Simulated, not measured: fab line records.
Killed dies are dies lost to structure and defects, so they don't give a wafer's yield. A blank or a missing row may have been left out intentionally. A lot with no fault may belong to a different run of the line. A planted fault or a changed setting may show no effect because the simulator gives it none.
Chamber matching + flow n5Finfet + N5_BEOL_M11_DESCUM_16 on rieDiel-03 has 4 sister chambers
The step chemistry O2, time 7.9 s. 4 wafers are shown with their chamber, then 7 later ones without.

## WAFERS WITH THEIR CHAMBER
| wafer  | chamber | showerheadPlenumPTorr (Torr) |
|--------|---------|------------------------------|
| L079.5 | 2       | 1.98                         |
| L085.5 | 0       | 2.19                         |
| L089.1 | 1       | 2.13                         |
| L089.2 | 3       | 2.11                         |

## WAFERS WHOSE CHAMBER IS MISSING
| wafer  | showerheadPlenumPTorr (Torr) |
|--------|------------------------------|
| L089.6 | 2.18                         |
| L094.2 | 2.23                         |
| L094.3 | 2.18                         |
| L094.4 | 2.11                         |
| L097.2 | 2.23                         |
| L097.4 | 2.18                         |
| L097.5 | 2.11                         |

## EACH ONE'S CHAMBER
| wafer  | from the rows above     | in truth                   |
|--------|-------------------------|----------------------------|
| L089.6 | can't be placed: 0 or 1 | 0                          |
| L094.2 | 0                       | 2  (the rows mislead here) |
| L094.3 | can't be placed: 0 or 1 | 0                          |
| L094.4 | can't be placed: 3 or 1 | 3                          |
| L097.2 | 0                       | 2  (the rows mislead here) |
| L097.4 | can't be placed: 0 or 1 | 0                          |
| L097.5 | can't be placed: 3 or 1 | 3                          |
Correctly placed: 0 of 7. Cannot be placed on the basis of these rows: 5; the candidates contain the true chamber in 5. 2 placed wrongly.
How it was worked out, from the rows above alone: a wafer's distance from a chamber is the root of the sum, over the readings, of the square of ((its reading less the chamber's mean) divided by the reading's scatter). The wafer belongs to the nearest chamber; if the next one is less than 2 further off, it can't be placed. For every chamber, the mean is computed from those of its wafers that are shown. The scatter: with one shown wafer a chamber, the root of the mean of the squares of how far each hidden wafer lies from its nearest shown one.
